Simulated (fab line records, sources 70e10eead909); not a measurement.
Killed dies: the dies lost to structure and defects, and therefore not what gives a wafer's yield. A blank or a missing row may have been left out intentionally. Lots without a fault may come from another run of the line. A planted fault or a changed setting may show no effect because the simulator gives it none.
2 desks looking at one fault | flow nand-harc | every desk sees just its own numbers, and what lay behind them comes last

== THE TOOL OWNER'S DESK: litho-track-05 ==
The tool's own readings at NHARC_P_GATE_PEB_57 (peb time 85 s): means of the sampled wafers that have a number, for each lot that ran on this tool. Any lot whose mean is over 4 standard deviations away from the usual mean is out of limits and marked OUT; that distance is given in the brackets.
Columns: A = heater-power-total-W at NHARC_P_GATE_PEB_57, usual 163.99 W; B = plate-temp-C at NHARC_P_GATE_PEB_57, usual 118.00 C; C = resist-line-temp-C at NHARC_P_GATE_PEB_57, usual 23.00 C
lot  | first seen here | A                        | B                        | C
L151 | day 6 02:50     | 163.89                   | 117.85                   | 23.15
L153 | day 6 07:54     | 164.25                   | 117.71                   | 23.05
L167 | day 9 20:09     | 133.16 (-99 or more) OUT | 101.29 (-99 or more) OUT | 22.98
L166 | day 9 21:13     | 133.28 (-99 or more) OUT | 101.16 (-99 or more) OUT | 22.84
Finding of this desk: L166, L167 out of limits; the first was L167 at day 9 20:09, on heater-power-total-W at NHARC_P_GATE_PEB_57. L151, L153: within limits.

== AT THE METROLOGY DESK ==
What the gauges read, lot by lot, whatever tool the lot ran on: means of the sampled wafers that have a number. Any lot whose mean is over 4 standard deviations away from the usual mean is out of limits and marked OUT; that distance is given in the brackets.
Columns: A = cd-nm at NHARC_P_GATE_CD_MEAS_59, usual 719.5 nm
lot  | first seen here | A
L150 | day 6 01:37     | 718.2
L151 | day 6 02:55     | 722.0
L153 | day 6 07:59     | 721.0
L152 | day 6 08:14     | 719.6
L156 | day 7 01:59     | 720.0
L154 | day 7 02:31     | 721.9
L157 | day 7 13:05     | 720.7
L158 | day 7 13:34     | 719.4
L159 | day 8 14:29     | 715.9
L167 | day 9 20:15     | 648.0 (-36) OUT
L166 | day 9 21:19     | 648.9 (-35) OUT
L170 | day 10 20:42    | 719.3
Finding of this desk: L166, L167 out of limits; the first was L167 at day 9 20:15, on cd-nm at NHARC_P_GATE_CD_MEAS_59. L150, L151, L153, L152, L156, L154, L157, L158, L159, L170: within limits.

== ALL TOGETHER ==
At day 9 20:09, on L166, L167, the tool owner's desk was in a position to raise an alarm.
Metrology desk: alarm possible at day 9 20:15 on L166, L167.
All the named lots went through NHARC_P_GATE_PEB_57 on litho-track-05.

== WHAT THE SIMULATOR HAD PUT IN ==
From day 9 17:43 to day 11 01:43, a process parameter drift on litho-track-05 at NHARC_P_GATE_PEB_57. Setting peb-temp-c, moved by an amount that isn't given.
Lots struck among those shown: L166, L167.
Hours from the fault's start to each desk's first reading out of limits: the tool owner's desk, 2; the metrology desk, 3.
